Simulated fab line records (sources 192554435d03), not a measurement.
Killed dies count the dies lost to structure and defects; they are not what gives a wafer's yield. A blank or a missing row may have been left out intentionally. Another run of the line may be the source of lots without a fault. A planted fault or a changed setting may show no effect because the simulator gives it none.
Chamber matching ; flow n5 finfet ; N5_GATE_CUT_ALD_22 on ald sin-01: 4 sister chambers
The step deposits SiNx, target thk 16 nm, pulse time 1 s, ald cycles 320. 22 wafers are shown with their chamber, then 11 later ones without.

EACH WAFER AND ITS CHAMBER
wafer;chamber;heater power w (W);precursor pulse height rel
L074.1;1;852;1.000
L074.4;3;1014;0.970
L074.5;3;1036;0.980
L075.2;2;937;0.998
L075.3;0;879;1.019
L075.6;1;838;1.000
L076.1;1;831;1.016
L076.2;0;855;1.012
L076.3;2;899;1.045
L076.4;2;904;0.989
L076.5;1;803;0.998
L076.6;0;845;1.009
L077.2;2;921;0.995
L077.3;0;867;1.017
L077.5;1;829;0.992
L078.1;2;921;0.985
L078.2;0;859;1.007
L078.3;1;829;0.962
L078.4;0;880;0.990
L078.5;1;827;0.963
L078.6;2;930;0.973
L080.2;1;819;0.958

SIGNATURES (averages over the wafers above)
reading;chamber 0;chamber 1;chamber 2;chamber 3;scatter within a chamber
heater power w;864.17;828.50;918.67;1025.00;14.3
precursor pulse height rel;1.00900;0.98613;0.99750;0.97500;0.0198
Rule: a wafer lies at a distance from a chamber equal to the root of the sum of squares, over the readings, of (its reading less the chamber's mean, divided by the reading's scatter). If the next closest chamber is less than 2 further off than the closest, the wafer can't be placed; otherwise it belongs to the closest. The scatter: take each reading less its chamber's mean, square it, sum over the shown wafers, divide by the number of wafers less the number of chambers, and take the root.

WAFERS WITHOUT THEIR CHAMBER
wafer;heater power w (W);precursor pulse height rel
L080.3;915;1.009
L080.4;993;1.005
L082.1;871;0.981
L082.2;833;0.993
L082.3;995;1.021
L082.4;817;0.979
L082.5;994;1.011
L082.6;846;0.979
L083.2;1008;1.001
L083.4;996;1.003
L083.5;851;1.018

EACH ONE'S CHAMBER
wafer;from the rows above;in truth
L080.3;2;2
L080.4;3;3
L082.1;can't be placed: 0 or 1 or 2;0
L082.2;can't be placed: 1 or 0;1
L082.3;3;3
L082.4;1;1
L082.5;3;3
L082.6;can't be placed: 1 or 0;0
L083.2;3;3
L083.4;3;3
L083.5;can't be placed: 0 or 1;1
Placed correctly: 7 of 11. Can't be placed from these rows: 4 (the true chamber is among the candidates in 4). Number placed wrongly: 0.
